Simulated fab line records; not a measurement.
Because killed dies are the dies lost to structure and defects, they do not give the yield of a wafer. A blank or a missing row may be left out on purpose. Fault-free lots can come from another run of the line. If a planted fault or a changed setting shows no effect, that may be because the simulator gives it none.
The same fault as seen by 2 desks | flow n5_finfet | each desk has only its own numbers; what lay behind them comes last

== FOR THE TOOL OWNER'S DESK: epi_rpcvd-02 ==
The tool's own readings at N5_SD_EPI_P_EPI_21 (deposits SiGe:B, time 355 s): means of the sampled wafers that have a number, for each lot that ran on this tool. Any lot whose mean is over 4 standard deviations away from the usual mean is out of limits and marked OUT; that distance is given in the brackets.
Columns: A = chamber_pressure_Torr at N5_SD_EPI_P_EPI_21, usual 20.00 Torr
lot  | first seen here | A
L507 | day 3 20:56     | 19.98
L512 | day 5 02:17     | 20.02
This desk's verdict: no lot among the 2 shows anything out of limits.

== THE METROLOGY DESK ==
What the gauges read for every lot (on any tool): the sampled wafers with a number, averaged. Any lot whose mean is over 4 standard deviations away from the usual mean is out of limits and marked OUT; that distance is given in the brackets. It has 11 readings; the 7 that lie furthest out on some lot are the ones shown.
Columns: A = cd_nm at N5_SD_EPI_P_CD_MEAS_09, usual 239.9 nm; B = DIBL_N at N5_BEOL_M4_RC_MEAS_101, usual 36.7 mV/V; C = IOFF_P at N5_BEOL_M4_RC_MEAS_101, usual 0.22 nA/um; D = ION_P at N5_BEOL_M4_RC_MEAS_101, usual 462 uA/um; E = SS_N at N5_BEOL_M4_RC_MEAS_101, usual 71.7 mV/dec; F = SS_P at N5_BEOL_M4_RC_MEAS_101, usual 73.4 mV/dec; G = VT_P at N5_BEOL_M4_RC_MEAS_101, usual -250 mV
lot  | first seen here | A     | B    | C    | D   | E    | F    | G
L506 | day 3 12:01     | 241.1 | 38.2 | 0.24 | 459 | 71.8 | 73.8 | -250
L507 | day 3 19:04     | 240.9 | 37.1 | 0.20 | 459 | 72.2 | 73.4 | -254
L510 | day 4 11:41     | 240.6 | 36.1 | 0.18 | 453 | 71.5 | 73.0 | -254
L511 | day 4 22:02     | 241.5 | 37.4 | 0.23 | 461 | 72.3 | 73.7 | -251
L512 | day 5 00:08     | 240.2 | 35.6 | 0.21 | 466 | 71.7 | 73.1 | -248
L514 | day 5 09:50     | 239.0 | 36.4 | 0.26 | 474 | 71.7 | 72.7 | -243
L522 | day 7 10:11     | 238.1 | -    | -    | -   | -    | -    | -
L523 | day 7 16:56     | 240.9 | -    | -    | -   | -    | -    | -
L524 | day 7 22:50     | 240.7 | -    | -    | -   | -    | -    | -
This desk's verdict: no lot among the 9 shows anything out of limits.

== PUT TOGETHER ==
Nothing out of limits was seen by the tool owner's desk.
At the metrology desk, nothing out of limits was observed.

== WHAT WAS PUT IN BY THE SIMULATOR ==
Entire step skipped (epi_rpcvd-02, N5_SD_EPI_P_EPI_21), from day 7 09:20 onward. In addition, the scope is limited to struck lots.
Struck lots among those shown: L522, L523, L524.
